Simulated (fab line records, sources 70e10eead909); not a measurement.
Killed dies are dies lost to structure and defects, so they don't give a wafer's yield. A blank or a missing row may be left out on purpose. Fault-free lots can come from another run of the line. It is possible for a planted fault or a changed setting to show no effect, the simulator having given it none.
Chamber matching | flow nand-harc | NHARC_P_M1_PRE_CLEAN_32 on pecvd-01: 3 sister chambers
The step time 12 s. 22 wafers are shown with their chamber, then 11 later ones without.

## WAFERS, EACH WITH ITS CHAMBER
wafer  | chamber | heater-power-w (W)
L074.2 | 1       | 520
L074.5 | 0       | 589
L074.6 | 2       | 623
L079.1 | 1       | 540
L079.3 | 0       | 644
L079.5 | 1       | 555
L081.2 | 2       | 589
L081.3 | 0       | 634
L081.5 | 0       | 641
L083.2 | 1       | 576
L083.3 | 0       | 603
L083.5 | 2       | 569
L088.1 | 2       | 593
L088.2 | 1       | 662
L088.3 | 0       | 646
L091.1 | 2       | 626
L091.3 | 0       | 648
L091.5 | 0       | 671
L092.1 | 0       | 612
L092.2 | 1       | 605
L092.5 | 2       | 619
L092.3 | 2       | 650

SIGNATURES (averages over the wafers above)
reading        | chamber 0 | chamber 1 | chamber 2 | scatter within a chamber
heater-power-w | 632.00    | 576.33    | 609.86    | 34.7
Rule: for a wafer and a chamber, the distance is found by dividing, reading by reading, the gap between the wafer's reading and the chamber's mean by the reading's scatter, squaring, summing and taking the root. If the next closest chamber is less than 2 further off than the closest, the wafer can't be placed; otherwise it belongs to the closest. The scatter: the root of (the sum of the squares of (reading less its chamber's mean) over the shown wafers, divided by (wafers less chambers)).

## WAFERS WITH NO CHAMBER GIVEN
wafer  | heater-power-w (W)
L092.4 | 602
L092.6 | 612
L094.1 | 620
L094.3 | 568
L094.5 | 602
L094.2 | 668
L094.4 | 582
L094.6 | 666
L095.3 | 579
L095.4 | 605
L095.5 | 621

## CHAMBER TAKEN BY EACH
wafer  | from the rows above          | in truth
L092.4 | can't be placed: 2 or 1 or 0 | 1
L092.6 | can't be placed: 2 or 0 or 1 | 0
L094.1 | can't be placed: 2 or 0 or 1 | 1
L094.3 | can't be placed: 1 or 2 or 0 | 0
L094.5 | can't be placed: 2 or 1 or 0 | 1
L094.2 | can't be placed: 0 or 2 or 1 | 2
L094.4 | can't be placed: 1 or 2 or 0 | 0
L094.6 | can't be placed: 0 or 2 or 1 | 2
L095.3 | can't be placed: 1 or 2 or 0 | 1
L095.4 | can't be placed: 2 or 0 or 1 | 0
L095.5 | can't be placed: 0 or 2 or 1 | 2
Correct placement for 0 of the 11. Unplaceable from these rows: 11, with the true chamber sitting among the candidates in 11. 0 placed wrongly.
